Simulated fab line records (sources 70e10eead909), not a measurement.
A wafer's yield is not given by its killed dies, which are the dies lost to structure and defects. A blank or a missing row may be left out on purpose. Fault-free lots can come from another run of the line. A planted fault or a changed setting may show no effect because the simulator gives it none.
A struck lot beside a sound one / flow nandHarc / 17 out of 1159 route steps
Sound: these wafers, L727.2, L727.3, L727.4. Struck: wafers L732.1, L732.4. (L732.3 of the same lot was not struck and is left out.) The cause comes at the end.
Order at every step that has rows: each side's tool, ch and its chambers, its first start. Under that, the readings that differ: sound wafers / struck wafers / difference of the means / sigmas: that difference in standard deviations of wafers without a fault.
alike: readings with means less than 2 such deviations apart, plus words and numbers identical on both sides. not compared: withheld readings, readings lacking a value on some wafer, bounds such as >300 that could conceal the same value, and numbers that have no deviation in the record and whose values overlap.
The two part at a step that has a row with sigmas, a row that says differs or no value, or rows on one side only. When numbers do not overlap yet have no deviation, they are printed without sigmas and do not part them. A reading that every wafer of one side lacks parts them only if that side has two wafers or more.

NHARC_A_M1_INSPECT_11:
  sound: defectInspect-02 at day 19 01:40; struck: defectInspect-01 at day 19 22:59
  alike: rawDefectCount
NHARC_A_M1_DESCUM_14: chemistry O2, time 3 s.
  sound on rieDiel-10 ch 0,1,3, day 19 01:44; struck on rieDiel-10 ch 0,2, day 19 23:03
reading=oesProductAu (a.u.); sound=0.995 0.978 0.951; struck=1.004 1.007; difference=+0.031; sigmas=+2
reading=rfHoursCounterH (h); sound=7 4 8; struck=9 9; difference=+3; sigmas=
reading=rfVppV (V); sound=57.6 57.3 55.8; struck=59.5 58.1; difference=+1.9; sigmas=+2
reading=throttleValvePct (%); sound=11.298 11.300 11.315; struck=11.319 11.329; difference=+0.020; sigmas=+2
  alike: drypumpMotorCurrentA, showerheadPlenumPTorr
NHARC_A_M1_ETCH_35: etches the open film in N2/H2, target depth 40 nm, overetch 12 nm, time 43.94 s.
  sound on rieDiel-10 ch 0,1,2, day 19 01:49; struck on rieDiel-10 ch 1,2, day 19 23:08
reading=rfHoursCounterH (h); sound=7 8 8; struck=9 9; difference=+1; sigmas=
  alike: drypumpMotorCurrentA, oesProductAu, rfVppV, showerheadPlenumPTorr, throttleValvePct
then, 1 step without rows for these wafers: NHARC_A_M1_ETCH_15 (etches the open film in C4F8/Ar, target depth 182.5 nm, time 91.2 s).
NHARC_A_M1_CD_MEAS_16:
  sound: cdSem-01 at day 19 02:02; struck: cdSem-03 at day 19 23:22
  alike: cdNm
NHARC_A_M1_STRIP_18: strips in N2/H2.
  sound on rieDiel-05 ch 0,3, day 19 02:07; struck on rieDiel-05 ch 0,1, day 19 23:26
  alike: drypumpMotorCurrentA, oesProductAu, rfVppV, showerheadPlenumPTorr, throttleValvePct
  not compared: rfHoursCounterH
NHARC_A_M1_ETCH_28: etches the open film in CF4/N2, target depth 30 nm, time 72.99 s.
  sound on rieDiel-05 ch 1,2,3; struck on rieDiel-05 ch 0,2
  alike: drypumpMotorCurrentA, oesProductAu, rfVppV, showerheadPlenumPTorr, throttleValvePct
  not compared: rfHoursCounterH
then, 1 step without rows for these wafers: NHARC_A_M1_STRIP_19 (strips in post etch residue remover, time 600 s).
NHARC_A_M1_DEGAS_29: time 60 s.
  sound: pvdSputter-01 at day 19 02:48; struck: pvdSputter-03 at day 20 00:04
  alike: heaterPowerW
then, 3 steps without rows for these wafers: NHARC_A_M1_PRE_CLEAN_30 (time 30 s); NHARC_A_M1_PVD_20 (deposits TaN, target thk 5 nm, time 8.06 s); NHARC_A_M1_PVD_21 (deposits Cu, target thk 30 nm, time 20.49 s).
NHARC_A_M1_ECD_22: material Cu, target thk 400 nm.
  sound on ecdCu-02 ch 0,1, day 19 03:13; struck on ecdCu-01 ch 0,1, day 20 00:29
then, 1 step without rows for these wafers: NHARC_A_M1_ANNEAL_31 (time 90 s).
NHARC_A_M1_CMP_23: polishes, t overpolish 20 s, target thk 154.34 nm.
  sound on cmp-01 ch 0,1,3, day 19 03:55; struck on cmp-03 ch 2,3, day 20 01:11
reading=timeToEndpointS (s); sound=25 29 32; struck=20 17; difference=-10; sigmas=-3
  alike: edgeZonePressureFrac, motorCurrentA
NHARC_A_M1_THK_MEAS_24: measures by xrf.
  sound: filmMetro-01 at day 19 04:12; struck: filmMetro-02 at day 20 01:30
  alike: thkNm
NHARC_END_SORT_01:
  the record has rows for the sound wafers here (prober-02 ch 0, day 20 16:03) and none for the struck ones

WHERE THEY PART
Earliest at NHARC_A_M1_DESCUM_14; latest, in this record, at NHARC_END_SORT_01.

WHY: what the simulator had put in
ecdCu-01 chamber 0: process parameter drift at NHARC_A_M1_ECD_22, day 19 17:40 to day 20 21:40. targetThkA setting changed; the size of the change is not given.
